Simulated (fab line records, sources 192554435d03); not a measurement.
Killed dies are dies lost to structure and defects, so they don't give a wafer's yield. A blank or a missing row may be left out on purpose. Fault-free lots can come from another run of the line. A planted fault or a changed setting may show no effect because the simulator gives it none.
A struck lot beside a sound one    flow n5 finfet    21 out of 1938 route steps
Sound: wafers L899.2, L899.3, L899.4. Struck: wafer L915.3; the same lot's L915.6 was not struck, so it is left out; see the end for the cause.
At each step with rows: each side's tool, then ch and its chambers, then its first start. Under that, the readings that differ: sound wafers    struck wafers    difference of the means    sigmas: that difference in standard deviations of wafers without a fault.
alike: readings with means less than 2 such deviations apart, plus words and numbers identical on both sides. not compared: withheld readings, readings lacking a value on some wafer, bounds such as >300 that could conceal the same value, and numbers that have no deviation in the record and whose values overlap.
The two part at a step that has a row with sigmas, a row that says differs or no value, or rows on one side only. Non-overlapping numbers with no deviation appear without sigmas and do not part them. A reading missing from all wafers of one side parts the sides only when that side holds two or more wafers.

first, 9 steps without rows for these wafers: N5_BEOL_M0_SAQP_EBR_10; N5_BEOL_M0_SAQP_SOFTBAKE_09 (time 60 s); N5_BEOL_M0_SAQP_EXPOSE_11 (exposes mask M0 CORE, target cd 42 nm); N5_BEOL_M0_SAQP_PEB_12 (peb time 60 s); N5_BEOL_M0_SAQP_DEVELOP_13 (develop time 30 s); N5_BEOL_M0_SAQP_DESCUM_19 (chemistry O2, time 7.9 s); N5_BEOL_M0_SAQP_ETCH_83 (etches SiARC in CF4, target depth 39 nm, time 65 s); N5_BEOL_M0_SAQP_ETCH_84 (etches SOC in N2/H2, target depth 100 nm, overetch 20 nm, time 150 s); N5_BEOL_M0_SAQP_STRIP_80 (strips in N2/H2).
N5_BEOL_M0_SAQP_HM_OPEN_112: chemistry CHF3/O2, target SiO2, stops on a-Si, target depth 12 nm, time 13.5 s.
  sound on rie diel-04 ch 0,2,3, day 6 13:28; struck on rie diel-04 ch 1, day 10 12:17
reading                                          sound           struck  difference  sigmas
model.SOC_of_BEOL_M0_SAQP_COAT_81.thk nm (nm)    99.6 99.8 99.6  94.8    -4.9        
model.SiARC_of_BEOL_M0_SAQP_COAT_82.thk nm (nm)  4.8 4.6 5.2     0       -5          
model.a-Si_of_BEOL_M0_SAQP_PECVD_04.thk nm (nm)  59.4 60.2 60.4  56.4    -3.6        
  alike: chamber pressure mTorr, drypump motor current A, oes product au, rf vpp V, showerhead plenum p Torr, throttle valve pct
  not compared: rf hours counter h
then, 1 step without rows for these wafers: N5_BEOL_M0_SAQP_STRIP_113 (strips in CHF3/O2).
N5_BEOL_M0_SAQP_MANDREL_ETCH_20: etches a-Si in HBr/Cl2, stops on SiNx, target depth 60 nm, bt time 10 s, time 30 s.
  sound on rie si-05 ch 0,2,3, day 6 13:32; struck on rie si-06 ch 3, day 10 12:22
reading                                        sound              struck  difference  sigmas
oes product au (a.u.)                          0.786 0.788 0.769  0.745   -0.036      -3
model.SOC_of_BEOL_M0_SAQP_COAT_81.thk nm (nm)  76.2 76.2 75.2     70.6    -5.3        
model.etch.depth nm (nm)                       59.31 60.12 60.44  56.32   -3.64       
  alike: chamber pressure mTorr, drypump motor current A, throttle valve pct
  not compared: rf hours counter h
then, 5 steps without rows for these wafers: N5_BEOL_M0_SAQP_STRIP_86 (strips in N2/H2); N5_BEOL_M0_SAQP_STRIP_115 (strips in post etch residue remover, time 60 s); N5_BEOL_M0_SAQP_SRD_93 (time 30 s); N5_BEOL_M0_SAQP_RECESS_114 (chemistry HF/NH3, target SiO2, target depth 14.4 nm, afs cycles 3, sublimation time 60 s); N5_BEOL_M0_SAQP_SPACER1_ALD_98 (deposits SiO2, target thk 12.8 nm, pulse time 1 s, purge time 2 s).
N5_BEOL_M0_SAQP_SPACER1_ETCHBACK_99: etches SiO2 in CHF3/O2, target depth 15.4 nm, time 7.7 s.
  sound on rie diel-04 ch 0,2,3, day 6 14:38; struck on rie diel-03 ch 3, day 10 13:34
reading                                          sound           struck  difference  sigmas
rf hours counter h (h)                           192 35 228      252     +100        
model.a-Si_of_BEOL_M0_SAQP_PECVD_04.thk nm (nm)  58.8 59.6 59.8  55.8    -3.6        
  alike: chamber pressure mTorr, drypump motor current A, oes product au, rf vpp V, showerhead plenum p Torr, throttle valve pct
then, 1 step without rows for these wafers: N5_BEOL_M0_SAQP_MANDREL1_REMOVE_100 (chemistry HBr/Cl2/O2, target a-Si, stops on SiNx, bt time 10 s).
-- a jump in the record: the struck wafers' starts before and after are 3 days apart (it breaks off in module BEOL_M0_SAQP and resumes in module BEOL_M4, where the first step shown is number 1111 of the route) --
N5_BEOL_M4_RC_MEAS_101:
  sound on prober-02 ch 0, day 9 03:25; struck on prober-02 ch 0, day 13 01:53
reading    sound        struck  difference  sigmas
VT_N (mV)  252 252 244  257     +8          +2
  alike: DIBL_N, DIBL_P, IOFF_N, IOFF_P, ION_N, ION_P, SS_N, SS_P, VT_P
then, 1 step without rows for these wafers: N5_PASSIVATION_PROBE_49.

WHERE THEY PART
Last at N5_BEOL_M4_RC_MEAS_101 as far as this record goes, first at N5_BEOL_M0_SAQP_MANDREL_ETCH_20.

WHY: whatever the simulator had introduced
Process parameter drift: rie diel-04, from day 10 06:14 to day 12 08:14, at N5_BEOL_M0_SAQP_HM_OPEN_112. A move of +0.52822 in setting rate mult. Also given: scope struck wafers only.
